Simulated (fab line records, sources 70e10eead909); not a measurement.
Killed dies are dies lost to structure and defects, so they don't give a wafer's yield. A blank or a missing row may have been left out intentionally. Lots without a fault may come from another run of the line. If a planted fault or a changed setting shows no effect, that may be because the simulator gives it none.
Chamber matching -- flow nand-harc -- NHARC_P_BONDPAD_ACTIVATE_29 on rie-diel-01 has 4 sister chambers
The step chemistry N2, time 60 s. 8 wafers are shown with their chamber, then 12 later ones without.

## WAFERS PAIRED WITH THEIR CHAMBERS
wafer,chamber,drypump-motor-current-A (A),oes-product-au (a.u.)
L089.2,3,6.5,0.998
L089.6,0,5.4,1.008
L090.2,2,5.2,1.000
L090.4,1,5.8,1.009
L090.6,0,5.5,1.006
L091.1,3,6.5,0.987
L091.2,2,5.2,0.998
L091.4,1,5.8,0.999

## WAFERS WHOSE CHAMBER IS MISSING
wafer,drypump-motor-current-A (A),oes-product-au (a.u.)
L092.3,5.5,0.992
L092.4,6.5,1.002
L092.5,5.2,1.012
L094.2,5.2,1.003
L094.3,6.5,1.010
L094.4,5.4,0.997
L095.1,5.2,0.998
L095.2,5.8,1.002
L095.3,5.4,0.998
L097.2,5.5,0.990
L097.4,5.8,1.009
L097.6,5.8,0.992

## EACH ONE'S CHAMBER
wafer,from the rows above,in truth
L092.3,0,0
L092.4,3,3
L092.5,2,2
L094.2,2,2
L094.3,3,3
L094.4,0,0
L095.1,2,2
L095.2,1,1
L095.3,0,0
L097.2,0,0
L097.4,1,1
L097.6,1,1
Placed correctly: 12 of 12. From these rows, 0 cannot be placed. Placed wrongly: 0.
How it was worked out, from the rows above alone: a wafer's distance from a chamber is the root of the sum, over the readings, of the square of ((its reading less the chamber's mean) divided by the reading's scatter). If the next closest chamber is less than 2 further off than the closest, the wafer can't be placed; otherwise it belongs to the closest. A chamber's mean is the mean of its shown wafers. The scatter: the root of (the sum of the squares of (reading less its chamber's mean) over the shown wafers, divided by (wafers less chambers)).
